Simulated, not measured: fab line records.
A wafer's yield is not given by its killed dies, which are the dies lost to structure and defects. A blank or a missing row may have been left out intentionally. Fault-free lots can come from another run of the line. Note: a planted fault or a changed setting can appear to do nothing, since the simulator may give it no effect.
fab line records	flow n5Finfet
record: lots: 5	wafers: 15	lastDay: 18
route steps=1938 shown BEOL_M10@1502 PASSIVATION@1936
lots with no fault: from the same line, run without faults
startH: hours from the record's opening day to when the first of the lot's shown wafers began	waitH: hours since the lot's step before	" as in the row above	L1.1+2: a row that stands for several wafers	- either no value or no given start	* or withheld: withheld	< > ~ a bound
route shown NAME@n: a module of which the file shows steps, and the number in the route of the first	usual: mean/standard deviation of fault-free wafers	same: alike in all rows	chamber/n: place in a boat	sites: each site's reading	_std_site: standard deviation across them	_edge_site: inner sites' mean taken away from outer sites' mean	radiusMm: how far each site lies from the wafer's centre	mask NAME#n: copy n	behind: tool/chamber where the wafer was last shaped	hold: reason for holding the lot/hours on hold/outcome of the hold	device: the transistor (n, p or np) that didn't switch	end of line: tests of these same wafers at the route's end	for a step that has no rows: nothing shown but its recipe	killed: count of dies lost to structure and defects at first sort (not the wafer's yield)	map: shows each die of a wafer: x if killed, . if not, _ if none is there
set.NAME: the setting the step ran with; set.NAME@STEP: the setting that earlier step ran with	model.NAME: the simulator's own value behind a step, which no gauge read
lots at some steps of the route; a table a step, a row a wafer
services: when a tool's chamber went out of use (startH, in hours from the record's first day, below 0 if earlier), for how many hours, and the reason
== steps ==
step: N5_BEOL_M10_CD_MEAS_28
recipe: targetCdNm: 70	landingEnergyEv: 500	detector: seInlens	polarity: opening
usual: cdNm: 69.8/1
lot.wafer	tool	chamber	startH	waitH	cdNm
L245.1	cdSem-02	0	226.36	-	70.0
L245.3	"	0	"	"	69.9
L245.4	"	0	"	"	69.7
L250.1	cdSem-01	0	269.95	-	70.8
L250.2	"	0	"	"	71.2
L250.5	"	0	"	"	72.3
L262.1	cdSem-01	0	330.80	-	67.5
L262.3	"	0	"	"	68.4
L262.5	"	0	"	"	68.0
L263.1	cdSem-03	0	365.01	-	70.8
L263.2	"	0	"	"	71.6
L263.4	"	0	"	"	70.4
L266.2	cdSem-01	0	368.16	-	69.0
L266.4	"	0	"	"	68.3
L266.5	"	0	"	"	68.3
step: N5_BEOL_M10_OVL_MEAS_29
recipe: pointsPerWafer: 44
usual: V9_OVL: 0.1/0.73
lot.wafer	tool	chamber	startH	waitH	V9_OVL[nm]
L245.1	overlay-01	0	226.39	0.0	-0.9
L245.3	"	0	"	"	-1.1
L245.4	"	0	"	"	-1.7
L250.1	overlay-01	0	269.98	0.0	0.5
L250.2	"	0	"	"	-0.1
L250.5	"	0	"	"	-0.1
L262.1	overlay-02	0	330.83	0.0	1.9
L262.3	"	0	"	"	1.6
L262.5	"	0	"	"	0.9
L263.1	overlay-01	0	365.04	0.0	-0.7
L263.2	"	0	"	"	0.2
L263.4	"	0	"	"	0.3
L266.2	overlay-01	0	368.19	0.0	0.7
L266.4	"	0	"	"	0.8
L266.5	"	0	"	"	-0.6
step: N5_BEOL_M10_INSPECT_30
recipe: mode: adi	inspectInstrument: brightfield
usual: rawDefectCount: 408/100
lot.wafer	tool	chamber	startH	waitH	rawDefectCount
L245.1	defectInspect-01	-	226.41	0.0	518
L245.3	"	-	"	"	468
L245.4	"	-	"	"	484
L250.1	defectInspect-02	-	270.01	0.0	322
L250.2	"	-	"	"	494
L250.5	"	-	"	"	378
L262.1	defectInspect-01	-	330.86	0.0	660
L262.3	"	-	"	"	651
L262.5	"	-	"	"	652
L263.1	defectInspect-01	-	365.06	0.0	305
L263.2	"	-	"	"	389
L263.4	"	-	"	"	456
L266.2	defectInspect-02	-	368.21	0.0	315
L266.4	"	-	"	"	259
L266.5	"	-	"	"	284
step: N5_BEOL_M10_DESCUM_33
recipe: chemistry: O2	timeS: 7.9	sourcePowerW: 50	biasPowerW: 20	pressureMtorr: 20	rfFrequencyHz: 2.712e+07	tempC: 40	resist: CAR-ArF	o2FlowSccm: 225
step: N5_BEOL_M10_ETCH_65
recipe: chemistry: CF4	target: SiARC	targetDepthA: 390	maskMaterial: CAR-ArF	timeS: 65	ionEnergyEv: 80	pressureMtorr: 40	sourceW: 545	biasW: 36	Ar_flow_sccm: 100	cf4FlowSccm: 100	ends: cleared
usual: chamberPressureMTorr: 40.00/0.038	drypumpMotorCurrentA: 5.7/0.42	etchRfOnTimeS: 64.9/1	oesProductAu: 0.71/0.059	rfVppV: 184.1/1.2	showerheadPlenumPTorr: 2.15/0.069	throttleValvePct: 15.47/0.15
lot.wafer	tool	chamber	startH	waitH	chamberPressureMTorr	drypumpMotorCurrentA	etchRfOnTimeS	oesProductAu	rfHoursCounterH	rfVppV	showerheadPlenumPTorr	throttleValvePct
L245.1	rieDiel-05	0	226.65	0.0	40.04	5.8	64.8	0.74	44	182.5	2.08	15.38
L245.3	"	3	"	"	40.02	5.2	64.9	0.73	52	185.3	2.28	15.55
L245.4	"	0	"	"	39.99	5.8	65.1	0.74	-	184.8	2.08	15.39
L250.1	rieDiel-02	1	270.30	0.0	40.00	5.2	65.6	0.69	85	183.7	2.16	15.51
L250.2	"	0	"	"	39.98	5.8	67.2	0.60	221	183.1	2.03	15.67
L250.5	"	3	"	"	39.98	5.7	66.3	0.71	-	183.6	2.18	15.25
L262.1	rieDiel-05	3	330.93	0.0	40.00	5.2	64.8	0.70	86	186.6	2.26	15.62
L262.3	"	2	"	"	40.00	6.5	64.6	0.77	32	185.1	2.19	15.62
L262.5	"	1	"	"	39.96	5.7	63.9	0.68	-	182.5	2.08	15.67
L263.1	rieDiel-02	1	365.13	0.0	39.98	5.2	64.8	0.67	118	185.0	2.15	15.58
L263.2	"	3	"	"	40.05	5.7	64.9	0.69	82	182.9	2.16	15.30
L263.4	"	2	"	"	40.01	6.2	66.0	0.63	-	184.1	2.22	15.47
L266.2	rieDiel-04	3	368.28	0.0	40.02	6.5	63.7	0.87	1	183.3	2.18	15.23
L266.4	"	2	"	"	40.06	5.8	62.4	0.77	52	184.0	2.09	15.46
L266.5	"	1	"	"	40.02	5.3	63.1	0.68	-	182.3	2.15	15.50
step: N5_BEOL_M10_ETCH_66
recipe: chemistry: N2/H2	target: SOC	targetDepthA: 1200	overetchA: 240	maskMaterial: SiARC	tempC: 40	timeS: 180	ionEnergyEv: 200	pressureMtorr: 30	sourceW: 840	biasW: 150	n2FlowSccm: 200	h2FlowSccm: 200
usual: chamberPressureMTorr: 30.002/0.027	drypumpMotorCurrentA: 5.7/0.42	oesProductAu: 0.67/0.051	rfVppV: 523.9/2.5	showerheadPlenumPTorr: 2.55/0.087	throttleValvePct: 17.70/0.19
same: timeS: 180
lot.wafer	tool	chamber	startH	waitH	chamberPressureMTorr	drypumpMotorCurrentA	oesProductAu	rfHoursCounterH	rfVppV	showerheadPlenumPTorr	throttleValvePct
L245.1	rieDiel-05	0	226.70	0.0	30.026	5.8	0.70	44	521.8	2.49	17.76
L245.3	"	3	"	"	30.053	5.2	0.69	52	527.6	2.71	17.74
L245.4	"	0	"	"	30.006	5.8	0.70	-	522.7	2.49	17.77
L250.1	rieDiel-02	1	270.35	0.0	30.008	5.2	0.66	85	524.0	2.58	17.78
L250.2	"	0	"	"	29.984	5.8	0.57	222	520.1	2.40	17.80
L250.5	"	3	"	"	29.989	5.7	0.69	-	524.0	2.58	17.51
L262.1	rieDiel-05	3	330.98	0.0	29.971	5.2	0.66	86	527.3	2.69	17.81
L262.3	"	2	"	"	30.022	6.5	0.72	32	526.3	2.62	17.92
L262.5	"	1	"	"	30.047	5.6	0.64	-	519.9	2.46	17.93
L263.1	rieDiel-02	1	365.18	0.0	29.982	5.2	0.64	118	523.9	2.57	17.85
L263.2	"	3	"	"	30.006	5.7	0.65	82	526.6	2.57	17.57
L263.4	"	2	"	"	30.033	6.2	0.61	-	527.9	2.64	17.60
L266.2	rieDiel-04	3	368.33	0.0	29.984	6.5	0.81	1	524.7	2.60	17.44
L266.4	"	2	"	"	29.996	5.8	0.71	52	522.0	2.47	17.60
L266.5	"	1	"	"	30.011	5.4	0.64	-	524.2	2.57	17.73
step: N5_BEOL_M10_STRIP_69
recipe: chemistry: N2/H2	tempC: 40	n2FlowSccm: 200	h2FlowSccm: 200	rfFrequencyHz: 6e+07
step: N5_BEOL_M10_VIA_ETCH_34
recipe: chemistry: C4F6/O2	target: SiCOH_lowk	targetDepthA: 1845	maskMaterial: SOC	taperDeg: 4	timeS: 69.2	ionEnergyEv: 250	pressureMtorr: 30	sourceW: 345	biasW: 185	Ar_flow_sccm: 300	C4F6_flow_sccm: 10	O2_flow_sccm: 10
usual: C4F6_flow_sccm: 9.99/0.032	O2_flow_sccm: 10.00/0.031	chamberPressureMTorr: 30.002/0.025	drypumpMotorCurrentA: 5.7/0.42	oes_ar_750_au: 0.82/0.063	oesProductAu: 0.83/0.069	rfVppV: 668/14	showerheadPlenumPTorr: 2.85/0.091	throttleValvePct: 20.74/0.17
same: timeS: 69.2
lot.wafer	tool	chamber	startH	waitH	C4F6_flow_sccm	O2_flow_sccm	chamberPressureMTorr	drypumpMotorCurrentA	oes_ar_750_au	oesProductAu	rfHoursCounterH	rfVppV	showerheadPlenumPTorr	throttleValvePct
L245.1	rieDiel-05	0	226.82	0.0	10.02	10.02	30.022	5.8	0.87	0.87	44	659	2.77	20.72
L245.3	"	3	"	"	10.00	10.06	30.013	5.2	0.85	0.86	52	669	3.02	20.86
L245.4	"	0	"	"	10.04	9.98	30.029	5.8	0.86	0.87	-	659	2.77	20.74
L250.1	rieDiel-02	1	270.47	0.0	10.01	10.02	30.016	5.2	0.82	0.83	85	664	2.86	20.76
L250.2	"	0	"	"	9.97	9.99	29.974	5.8	0.71	0.71	222	687	2.70	20.91
L250.5	"	3	"	"	10.00	10.03	30.009	5.6	0.85	0.84	-	688	2.89	20.55
L262.1	rieDiel-05	3	331.10	0.0	9.99	10.01	30.002	5.2	0.82	0.82	86	670	3.00	20.91
L262.3	"	2	"	"	10.06	10.04	29.968	6.6	0.90	0.90	32	655	2.92	20.98
L262.5	"	1	"	"	10.06	10.04	29.972	5.6	0.80	0.79	-	663	2.75	20.93
L263.1	rieDiel-02	1	365.31	0.0	10.03	10.03	30.015	5.2	0.79	0.79	119	663	2.85	20.80
L263.2	"	3	"	"	9.98	9.99	29.972	5.7	0.80	0.81	82	690	2.87	20.61
L263.4	"	2	"	"	9.99	10.00	29.978	6.2	0.76	0.75	-	642	2.94	20.66
L266.2	rieDiel-04	3	368.45	0.0	10.00	10.03	30.030	6.5	1.00	1.02	1	670	2.89	20.47
L266.4	"	2	"	"	9.98	9.97	29.987	5.7	0.89	0.90	52	667	2.77	20.77
L266.5	"	1	"	"	10.03	9.97	29.990	5.4	0.79	0.81	-	673	2.86	20.78
step: N5_BEOL_M10_STRIP_73
recipe: chemistry: C4F6/O2	resist: SiARC	rfFrequencyHz: 6e+07
step: N5_BEOL_M10_STRIP_36
recipe: chemistry: N2/H2	powerW: 450	tempC: 40	pressureMtorr: 20	rfFrequencyHz: 6e+07	overashFraction: 0.3	biasPowerW: 7	h2Frac: 0.5	n2FlowSccm: 200	h2FlowSccm: 200
usual: chamberPressureMTorr: 20.00/0.043	drypumpMotorCurrentA: 5.7/0.42	oesProductAu: 0.83/0.071	rfVppV: 59.1/1.8	showerheadPlenumPTorr: 2.55/0.087	throttleValvePct: 23.53/0.24
same: overashFraction: 0.3
lot.wafer	tool	chamber	startH	waitH	chamberPressureMTorr	drypumpMotorCurrentA	oesProductAu	rfHoursCounterH	rfVppV	showerheadPlenumPTorr	throttleValvePct
L245.1	rieDiel-05	0	226.88	0.0	19.96	5.8	0.88	44	56.6	2.48	23.70
L245.3	"	3	"	"	20.02	5.2	0.86	52	60.2	2.70	23.58
L245.4	"	0	"	"	20.04	5.8	0.88	-	57.9	2.48	23.70
L250.1	rieDiel-02	1	270.53	0.0	20.01	5.2	0.82	85	58.2	2.58	23.53
L250.2	"	0	"	"	20.09	5.8	0.70	222	58.8	2.40	23.54
L250.5	"	3	"	"	19.97	5.7	0.84	-	60.7	2.58	23.41
L262.1	rieDiel-05	3	331.16	0.0	20.01	5.2	0.81	86	62.4	2.69	23.61
L262.3	"	2	"	"	20.00	6.5	0.91	32	57.2	2.61	23.81
L262.5	"	1	"	"	20.09	5.7	0.79	-	59.7	2.46	23.85
L263.1	rieDiel-02	1	365.37	0.0	20.00	5.2	0.77	119	57.9	2.56	23.60
L263.2	"	3	"	"	19.95	5.6	0.82	82	59.2	2.57	23.45
L263.4	"	2	"	"	19.99	6.2	0.74	-	58.7	2.63	23.32
L266.2	rieDiel-04	3	368.51	0.0	19.91	6.5	1.02	1	59.1	2.59	23.32
L266.4	"	2	"	"	20.01	5.8	0.90	52	59.0	2.46	23.40
L266.5	"	1	"	"	20.02	5.4	0.79	-	59.8	2.56	23.53
step: N5_BEOL_M10_TRENCH_ETCH_37
recipe: chemistry: C4F6/O2	targetDepthA: 1488.3	target: SiCOH_lowk	timeS: 48	ionEnergyEv: 250	pressureMtorr: 30	sourceW: 345	biasW: 185	Ar_flow_sccm: 300	C4F6_flow_sccm: 10	O2_flow_sccm: 10
step: N5_BEOL_M10_ETCH_41
recipe: chemistry: CH3F/O2	target: SiCN	targetDepthA: 426	taperDeg: 2	timeS: 86	ionEnergyEv: 120	maskMaterial: TiN	pressureMtorr: 30	sourceW: 395	biasW: 75	Ar_flow_sccm: 150	CH3F_flow_sccm: 30	O2_flow_sccm: 20
usual: O2_flow_sccm: 20.00/0.064	chamberPressureMTorr: 30.001/0.027	drypumpMotorCurrentA: 5.7/0.42	oesProductAu: 0.83/0.069	rfVppV: 297.5/1.5	showerheadPlenumPTorr: 2.00/0.067	throttleValvePct: 16.17/0.16
same: timeS: 86
lot.wafer	tool	chamber	startH	waitH	O2_flow_sccm	chamberPressureMTorr	drypumpMotorCurrentA	oesProductAu	rfHoursCounterH	rfVppV	showerheadPlenumPTorr	throttleValvePct
L245.1	rieDiel-05	0	-	-	20.01	30.006	5.8	0.86	44	297.6	1.94	16.11
L245.3	"	3	"	"	20.03	30.004	5.2	0.86	52	299.9	2.12	16.22
L245.4	"	0	"	"	20.01	29.959	5.8	0.87	-	296.4	1.94	16.12
L250.1	rieDiel-02	1	-	-	19.99	29.986	5.3	0.82	85	298.0	2.01	16.18
L250.2	"	0	"	"	20.09	29.972	5.8	0.71	222	295.2	1.89	16.37
L250.5	"	3	"	"	20.03	30.025	5.7	0.85	-	298.1	2.03	15.95
L262.1	rieDiel-05	3	-	-	20.03	29.977	5.2	0.81	86	298.4	2.11	16.26
L262.3	"	2	"	"	19.97	29.939	6.6	0.91	32	298.1	2.05	16.34
L262.5	"	1	"	"	20.03	29.990	5.6	0.80	-	297.7	1.93	16.33
L263.1	rieDiel-02	1	-	-	19.93	30.028	5.2	0.79	119	298.5	2.00	16.27
L263.2	"	3	"	"	20.03	29.983	5.7	0.80	82	298.9	2.02	16.02
L263.4	"	2	"	"	19.90	29.999	6.2	0.75	-	300.0	2.07	16.15
L266.2	rieDiel-04	3	-	-	19.89	30.039	6.5	1.02	1	299.2	2.04	15.92
L266.4	"	2	"	"	20.06	29.971	5.8	0.90	52	296.1	1.94	16.16
L266.5	"	1	"	"	20.14	30.004	5.4	0.80	-	297.5	2.01	16.21
step: N5_BEOL_M10_STRIP_77
recipe: chemistry: N2/H2	timeS: 10	powerW: 450	tempC: 40	pressureMtorr: 20	rfFrequencyHz: 6e+07	biasPowerW: 7	n2FlowSccm: 200	h2FlowSccm: 200
usual: chamberPressureMTorr: 20.001/0.018	drypumpMotorCurrentA: 5.7/0.42	oesProductAu: 0.83/0.071	rfVppV: 59.2/0.84	showerheadPlenumPTorr: 2.55/0.087	throttleValvePct: 23.53/0.24
same: timeS: 10
lot.wafer	tool	chamber	startH	waitH	chamberPressureMTorr	drypumpMotorCurrentA	oesProductAu	rfHoursCounterH	rfVppV	showerheadPlenumPTorr	throttleValvePct
L245.1	rieDiel-05	0	227.02	-	19.978	5.8	0.88	44	60.0	2.48	23.71
L245.3	"	3	"	"	19.976	5.2	0.86	52	61.5	2.70	23.56
L245.4	"	0	"	"	20.011	5.8	0.88	-	58.6	2.48	23.72
L250.1	rieDiel-02	1	270.67	-	26.021	5.2	0.81	85	59.0	2.58	23.56
L250.2	"	0	"	"	20.006	5.8	0.68	222	57.2	2.40	23.56
L250.5	"	3	"	"	19.977	5.7	0.84	-	59.8	2.58	23.43
L262.1	rieDiel-05	3	331.31	-	20.025	5.2	0.81	86	59.7	2.69	23.61
L262.3	"	2	"	"	20.007	6.6	0.92	32	59.0	2.61	23.81
L262.5	"	1	"	"	19.981	5.7	0.79	-	59.2	2.46	23.83
L263.1	rieDiel-02	1	365.51	-	20.001	5.2	0.79	119	60.4	2.56	23.61
L263.2	"	3	"	"	20.011	5.7	0.82	82	59.0	2.56	23.47
L263.4	"	2	"	"	19.991	6.2	0.76	-	59.6	2.63	23.35
L266.2	rieDiel-04	3	368.66	-	20.006	6.5	1.01	1	58.8	2.59	23.28
L266.4	"	2	"	"	20.004	5.8	0.89	52	58.6	2.46	23.41
L266.5	"	1	"	"	19.985	5.4	0.80	-	59.5	2.56	23.50
step: N5_BEOL_M10_OCD_MEAS_38
usual: trenchDepthNm: 149.1/2.5
lot.wafer	tool	chamber	startH	waitH	trenchDepthNm
L245.1	ocd-02	-	227.10	-	150.8
L245.3	"	-	"	"	148.3
L245.4	"	-	"	"	149.5
L250.1	ocd-02	-	270.75	-	149.0
L250.2	"	-	"	"	146.2
L250.5	"	-	"	"	147.9
L262.1	ocd-01	-	331.39	-	146.2
L262.3	"	-	"	"	147.3
L262.5	"	-	"	"	149.9
L263.1	ocd-02	-	365.59	-	147.8
L263.2	"	-	"	"	148.2
L263.4	"	-	"	"	145.1
L266.2	ocd-01	-	368.74	-	149.7
L266.4	"	-	"	"	152.3
L266.5	"	-	"	"	150.7
step: N5_PASSIVATION_PROBE_49
usual: defectLimitedYield: 91.3/1.7	killed_at_M0_to_M3: 33/11	killed_at_M4_up: 14/5.5	killedAtContacts: 13/6.5	killedAtFrontEnd: 39/13	killedAtOther: 3.4/2.9	killedDies: 103/20	killedOpen: 69/15	killedShort: 32/8.1	sort_bin_5_function: 5.1/1.1	sort_bin_6_memory: 3.3/0.74	sortNPass: 1077/20	sortYieldPct: 91.3/1.7
same: grossDies: 1180	killedAtBackSide: 0	sort_bin_4_leakage[%]: 0	sort_bin_8_speed[%]: 0
lot.wafer	tool	chamber	startH	waitH	defectLimitedYield[%]	killed_at_M0_to_M3	killed_at_M4_up	killedAtContacts	killedAtFrontEnd	killedAtOther	killedDies	killedOpen	killedShort	sort_bin_5_function[%]	sort_bin_6_memory[%]	sortNPass	sortYieldPct[%]
L245.1	prober-02	-	282.07	0.0	92.7	30	15	10	30	1	86	55	31	4.4	2.5	1094	92.7
L245.3	prober-02	-	282.17	0.1	91.7	36	7	18	36	1	98	60	35	4.4	3.4	1082	91.7
L245.4	prober-02	-	282.22	0.2	94.2	13	7	18	29	1	68	52	16	3.1	2.5	1112	94.2
L250.1	prober-01	-	330.91	0.0	91.0	37	13	14	38	4	106	73	32	4.9	4.0	1074	91.0
L250.2	prober-01	-	330.96	0.1	93.3	36	8	8	25	2	79	49	26	4.2	1.9	1101	93.3
L250.5	prober-01	-	331.11	0.2	88.6	59	17	10	46	2	134	83	49	5.9	5.2	1046	88.6
L262.1	prober-01	-	385.74	0.0	91.8	31	11	14	38	3	97	62	32	6.1	1.9	1083	91.8
L262.3	prober-01	-	385.84	0.1	90.1	36	14	11	50	6	117	80	37	6.0	3.6	1063	90.1
L262.5	prober-01	-	385.94	0.2	92.4	32	11	19	26	2	90	64	25	4.3	2.9	1090	92.4
L263.1	prober-02	-	423.87	0.4	92.3	29	23	9	28	2	91	63	28	4.5	3.2	1089	92.3
L263.2	prober-02	-	423.92	0.4	92.1	27	16	9	37	4	93	58	34	5.3	2.4	1087	92.1
L263.4	prober-02	-	424.02	0.5	91.3	23	25	10	43	2	103	71	29	4.6	3.6	1077	91.3
L266.2	prober-02	-	429.58	0.1	93.6	33	6	4	33	0	76	46	29	3.6	2.5	1104	93.6
L266.4	prober-02	-	429.68	0.2	89.3	48	7	14	49	8	126	90	33	6.8	3.6	1054	89.3
L266.5	prober-02	-	429.73	0.2	90.0	51	11	8	45	3	118	74	44	5.8	3.7	1062	90.0
killed by level:class
L245.1 BEOL_M2:geometricParticle:open=9 FIN_SAQP:geometricParticle:short=7 MOL_CONTACT_COAG:geometricParticle:open=7 BEOL_M0_SAQP:geometricParticle:open=7 STI_FIN_REVEAL:geometricParticle:open=5 BEOL_M0_SAQP:geometricParticle:short=5 FIN_SAQP:geometricParticle:open=4 BEOL_M4:geometricParticle:open=4
L245.3 MOL_CONTACT_COAG:geometricParticle:open=12 BEOL_M0_SAQP:geometricParticle:open=11 FIN_SAQP:geometricParticle:short=8 STI_FIN_REVEAL:geometricParticle:open=7 BEOL_M0_SAQP:geometricParticle:short=7 BEOL_M2:geometricParticle:open=7 MOL_CONTACT_COAG:geometricParticle:short=6 STARTING-WAFER:geometricParticle:short=6
L245.4 MOL_CONTACT_COAG:geometricParticle:open=15 STI_FIN_REVEAL:geometricParticle:open=11 FIN_SAQP:geometricParticle:open=3 GATE_CUT:geometricParticle:short=3 MOL_CONTACT_COAG:geometricParticle:short=3 BEOL_M0_SAQP:geometricParticle:open=3 BEOL_M2:geometricParticle:short=3 BEOL_M2:geometricParticle:open=3
L250.1 MOL_CONTACT_COAG:geometricParticle:open=13 FIN_SAQP:geometricParticle:open=10 BEOL_M0_SAQP:geometricParticle:open=9 BEOL_M0_SAQP:geometricParticle:short=7 FIN_SAQP:geometricParticle:short=6 BEOL_M5:geometricParticle:open=5 DUMMY_GATE:geometricParticle:open=4 BEOL_M2:geometricParticle:open=4
L250.2 BEOL_M0:geometricParticle:open=11 BEOL_M0_SAQP:geometricParticle:short=8 BEOL_M0_SAQP:geometricParticle:open=6 FIN_SAQP:geometricParticle:open=5 MOL_CONTACT_COAG:geometricParticle:open=5 BEOL_M1:geometricParticle:open=5 DUMMY_GATE:geometricParticle:open=3 MOL_CONTACT_COAG:geometricParticle:short=3
L250.5 BEOL_M0_SAQP:geometricParticle:short=17 BEOL_M0_SAQP:geometricParticle:open=14 FIN_SAQP:geometricParticle:open=13 MOL_CONTACT_COAG:geometricParticle:open=9 BEOL_M1:geometricParticle:open=8 BEOL_M2:geometricParticle:open=8 FIN_SAQP:geometricParticle:short=7 BEOL_M3:geometricParticle:open=6
L262.1 MOL_CONTACT_COAG:geometricParticle:open=10 BEOL_M2:geometricParticle:open=9 DUMMY_GATE:geometricParticle:open=8 BEOL_M3:geometricParticle:open=7 FIN_SAQP:geometricParticle:open=6 STI_FIN_REVEAL:geometricParticle:open=6 BEOL_M0_SAQP:geometricParticle:short=5 FIN_SAQP:geometricParticle:short=4
L262.3 STI_FIN_REVEAL:geometricParticle:open=21 MOL_CONTACT_COAG:geometricParticle:open=8 BEOL_M3:geometricParticle:open=8 BEOL_M0_SAQP:geometricParticle:short=7 BEOL_M0_SAQP:geometricParticle:open=7 BEOL_M2:geometricParticle:open=5 BEOL_M4:geometricParticle:open=5 FIN_SAQP:geometricParticle:short=4
L262.5 MOL_CONTACT_COAG:geometricParticle:open=16 BEOL_M2:geometricParticle:open=15 BEOL_M3:geometricParticle:open=7 FIN_SAQP:geometricParticle:open=5 GATE_CUT:geometricParticle:short=5 FIN_SAQP:geometricParticle:short=4 STI_FIN_REVEAL:geometricParticle:open=4 BEOL_M2:geometricParticle:short=4
L263.1 BEOL_M4:geometricParticle:open=11 BEOL_M0_SAQP:geometricParticle:open=10 MOL_CONTACT_COAG:geometricParticle:open=8 BEOL_M0_SAQP:geometricParticle:short=8 FIN_SAQP:geometricParticle:short=6 FIN_SAQP:geometricParticle:open=6 STI_FIN_REVEAL:geometricParticle:open=6 GATE_CUT:geometricParticle:short=4
L263.2 BEOL_M1:geometricParticle:open=11 FIN_SAQP:geometricParticle:open=8 BEOL_M4:geometricParticle:open=8 FIN_SAQP:geometricParticle:short=7 GATE_CUT:geometricParticle:short=5 MOL_CONTACT_COAG:geometricParticle:open=5 BEOL_M2:geometricParticle:open=5 STI_FIN_REVEAL:geometricParticle:open=4
L263.4 FIN_SAQP:geometricParticle:open=11 BEOL_M4:geometricParticle:open=8 MOL_CONTACT_COAG:geometricParticle:open=7 STI_FIN_REVEAL:geometricParticle:open=6 GATE_CUT:geometricParticle:open=6 BEOL_M0_SAQP:geometricParticle:open=6 BEOL_M1:geometricParticle:open=6 BEOL_M2:geometricParticle:open=5
L266.2 STI_FIN_REVEAL:geometricParticle:open=11 BEOL_M0_SAQP:geometricParticle:short=10 BEOL_M2:geometricParticle:open=9 FIN_SAQP:geometricParticle:short=6 BEOL_M0_SAQP:geometricParticle:open=5 BEOL_M1:geometricParticle:open=5 MOL_CONTACT_COAG:geometricParticle:open=4 BEOL_M4:geometricParticle:open=4
L266.4 FIN_SAQP:geometricParticle:open=14 BEOL_M0_SAQP:geometricParticle:open=13 MOL_CONTACT_COAG:geometricParticle:open=12 STI_FIN_REVEAL:geometricParticle:open=11 BEOL_M0_SAQP:geometricParticle:short=11 FIN_SAQP:geometricParticle:short=9 BEOL_M1:geometricParticle:open=7 BEOL_M2:geometricParticle:open=7
L266.5 BEOL_M0_SAQP:geometricParticle:short=11 BEOL_M2:geometricParticle:open=11 FIN_SAQP:geometricParticle:short=9 FIN_SAQP:geometricParticle:open=9 STI_FIN_REVEAL:geometricParticle:open=7 BEOL_M0_SAQP:geometricParticle:open=7 MOL_CONTACT_COAG:geometricParticle:open=6 BEOL_M1:geometricParticle:open=6
== services ==
tool	chamber	startH	hours	kind
rieDiel-05	2	206.62	-	clean
rieDiel-05	2	206.62	-	consumableReplace:focusRing
rieDiel-05	2	206.62	23.4	scheduledDown
rieDiel-05	2	206.62	23.4	ventCycle
rieDiel-04	0	212.51	4.9	repair
rieDiel-04	2	214.43	1.4	repair
rieDiel-04	2	217.64	-	clean
rieDiel-04	2	217.64	-	consumableReplace:focusRing
rieDiel-04	2	217.64	18.5	scheduledDown
rieDiel-04	2	217.64	18.5	ventCycle
rieDiel-04	3	302.35	11.0	repair
rieDiel-05	-	312.36	2.8	pm
rieDiel-04	3	329.41	-	clean
rieDiel-04	3	329.41	-	consumableReplace:focusRing
rieDiel-04	3	329.41	35.7	scheduledDown
rieDiel-04	-	337.78	6.8	repair
rieDiel-02	-	344.64	0.3	repair
rieDiel-05	3	351.58	8.8	repair
rieDiel-02	0	354.63	-	clean
rieDiel-02	0	354.63	-	consumableReplace:focusRing
rieDiel-02	0	354.63	-	consumableReplace:showerhead
rieDiel-02	0	354.63	22.2	scheduledDown
rieDiel-02	0	354.63	22.2	ventCycle
rieDiel-05	2	364.74	10.6	repair
== key ==
firstSign: step: N5_BEOL_M10_STRIP_77	reading: chamberPressureMTorr	direction: up	sigmas: 99+	usual: *	struck: *
effect none on later readings
metAt N5_BEOL_M10_STRIP_77
struckWafers L250.1
fault: kind: processParameterDrift	tool: rieDiel-02	chamber: 1	onsetH: 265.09	steps: N5_BEOL_M10_STRIP_77	channel: pressureMtorr	offset: *	shape: step	endH: 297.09	actsIn: *	stated: *
